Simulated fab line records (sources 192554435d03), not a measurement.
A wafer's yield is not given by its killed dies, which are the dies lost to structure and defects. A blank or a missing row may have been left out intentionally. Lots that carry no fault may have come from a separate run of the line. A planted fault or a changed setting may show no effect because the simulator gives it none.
Split-lot trial    flow n5 finfet    39 wafers read across 7 lots, on a route 1938 steps long

SPLIT DETAILS
At N5_BEOL_M3_ETCH_41 (etches SiCN in CH3F/O2, target depth 29.9 nm, time 52.5 s), the setting target depth a was moved away from the recipe's 299 angstrom on 15 of the 39 wafers read, by -39.5% to +49.2%. This setting was run at the recipe's value on the other wafers.

The reading is taken at the split's own step.

THE READING
etch.depth nm (the simulator's own value, which no gauge read), in nm, at N5_BEOL_M3_ETCH_41 (etches SiCN in CH3F/O2, target depth 29.9 nm, time 52.5 s). The file gives no usual value for it. Here, 24 wafers ran the recipe; their average is 20.02 nm with a standard deviation of 0.49 nm.

wafer   tool, chamber at the split  target depth a as run, angstrom  against the recipe  etch.depth nm, nm  against lot-mates on the recipe
L078.1  rie diel-04, 0              299                              recipe              19.5               -
L078.2  rie diel-04, 3              364.4                            +21.9%              23.57              +4.10
L078.3  rie diel-04, 2              364.4                            +21.9%              24.17              +4.70
L078.4  rie diel-04, 1              299                              recipe              19.56              -
L078.5  rie diel-04, 3              299                              recipe              19.35              -
L078.6  rie diel-04, 0              364.4                            +21.9%              23.98              +4.51
L085.1  rie diel-01, 2              445.8                            +49.1%              29.92              +9.56
L085.2  rie diel-01, 1              445.8                            +49.1%              30.85              +10.49
L085.3  rie diel-01, 3              299                              recipe              21.05              -
L085.4  rie diel-01, 0              299                              recipe              20.12              -
L085.5  rie diel-01, 3              445.8                            +49.1%              31.15              +10.79
L085.6  rie diel-01, 0              299                              recipe              19.91              -
L086.1  rie diel-01, 0              446                              +49.2%              29.69              +9.27
L086.2  rie diel-01, 3              446                              +49.2%              30.73              +10.31
L086.3  rie diel-01, 1              299                              recipe              20.47              -
L086.4  rie diel-01, 2              446                              +49.2%              30.06              +9.64
L086.5  rie diel-01, 2              299                              recipe              20.1               -
L086.6  rie diel-01, 3              299                              recipe              20.7               -
L089.1  rie diel-04, 3              299                              recipe              20.29              -
L089.2  rie diel-04, 2              299                              recipe              19.75              -
L089.3  rie diel-04, 1              299                              recipe              19.58              -
L089.4  rie diel-04, 3              180.8                            -39.5%              12.33              -7.54
L089.5  rie diel-04, 2              180.8                            -39.5%              11.96              -7.91
L089.6  rie diel-04, 1              180.8                            -39.5%              11.74              -8.13
L090.1  rie diel-01, 3              299                              recipe              20.79              -
L090.2  rie diel-01, 1              418                              +39.8%              28.46              +8.00
L090.3  rie diel-01, 0              418                              +39.8%              27.7               +7.24
L090.4  rie diel-01, 2              299                              recipe              19.84              -
L090.5  rie diel-01, 0              418                              +39.8%              27.55              +7.09
L090.6  rie diel-01, 3              299                              recipe              20.75              -
L093.1  rie diel-05, 0              299                              recipe              20.05              -
L093.2  rie diel-05, 3              299                              recipe              19.56              -
L093.3  rie diel-05, 2              299                              recipe              19.87              -
L093.4  rie diel-05, 1              299                              recipe              19.37              -
L093.5  rie diel-05, 2              299                              recipe              19.83              -
L093.6  rie diel-05, 3              299                              recipe              19.71              -
L096.2  rie diel-01, 2              299                              recipe              19.85              -
L096.4  rie diel-01, 2              299                              recipe              19.67              -
L096.5  rie diel-01, 3              299                              recipe              20.75              -

THE FIT
A straight line over all 39 wafers: etch.depth nm changes by +0.206 nm for each +1% of target depth a; r = +0.99; the points scatter about the line by 0.52 nm.
The same after taking each lot's own level away (the mean of its wafers on the recipe; 39 wafers): +0.2 nm for each +1%; r = +1.00; scatter 0.42 nm.
The reading moves by 9.8 nm for the largest change in target depth a, on that fit.
Across the lots, their own levels run from 19.470 to 20.460 nm, a range of 2.0 times the standard deviation given above.
The two slopes agree, so the slope changes little with the lot-to-lot level.
Check: for one of the wafers moved furthest among these (+49.2%), held out of the fit, the line's prediction against its lot-mates is +9.87 nm. Against them it came out at +9.27 nm.

THE FILE'S OWN FIT
etch.depth nm changes by +0.2 nm for each +1% of target depth a, r = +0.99.
